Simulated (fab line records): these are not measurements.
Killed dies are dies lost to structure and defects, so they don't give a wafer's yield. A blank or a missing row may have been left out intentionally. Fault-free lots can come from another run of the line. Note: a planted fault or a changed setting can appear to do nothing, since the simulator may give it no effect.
Chamber matching | flow n5_finfet | N5_BEOL_M4_ALD_98 on ald_sin-04: 4 sister chambers
The step deposits SiO2, target thk 2.5 nm, pulse time 1 s, co reactant pulse time 1 s. 4 wafers are shown with their chamber, then 10 later ones without.

== WAFERS PAIRED WITH THEIR CHAMBERS ==
wafer  | chamber | heater_power_w (W)
L085.3 | 3       | 80
L085.6 | 0       | 86
L087.1 | 2       | 80
L087.2 | 1       | 76

== WAFERS WITHOUT THEIR CHAMBER ==
wafer  | heater_power_w (W)
L087.5 | 78
L086.2 | 80
L086.3 | 79
L086.6 | 88
L091.1 | 73
L091.4 | 89
L091.5 | 79
L097.2 | 89
L097.4 | 74
L097.5 | 80

== EACH ONE'S CHAMBER ==
wafer  | from the rows above          | in truth
L087.5 | can't be placed: 1 or 2 or 3 | 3
L086.2 | can't be placed: 2 or 3 or 1 | 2
L086.3 | can't be placed: 2 or 3 or 1 | 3
L086.6 | 0                            | 0
L091.1 | can't be placed: 1 or 2 or 3 | 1
L091.4 | 0                            | 0
L091.5 | can't be placed: 2 or 3 or 1 | 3
L097.2 | 0                            | 0
L097.4 | can't be placed: 1 or 2 or 3 | 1
L097.5 | can't be placed: 2 or 3 or 1 | 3
3 of 10 placed correctly. These rows do not allow placing 7 (true chamber among the candidates in 7). Wrongly placed: 0.
How it was worked out, from the rows above alone: a wafer's distance from a chamber is the root of the sum, over the readings, of the square of ((its reading less the chamber's mean) divided by the reading's scatter). If the next closest chamber is less than 2 further off than the closest, the wafer can't be placed; otherwise it belongs to the closest. The mean given for a chamber averages the wafers shown for that chamber. The scatter (one wafer shown for each chamber): square how far every hidden wafer sits from the nearest shown wafer, average those squares and take the square root.
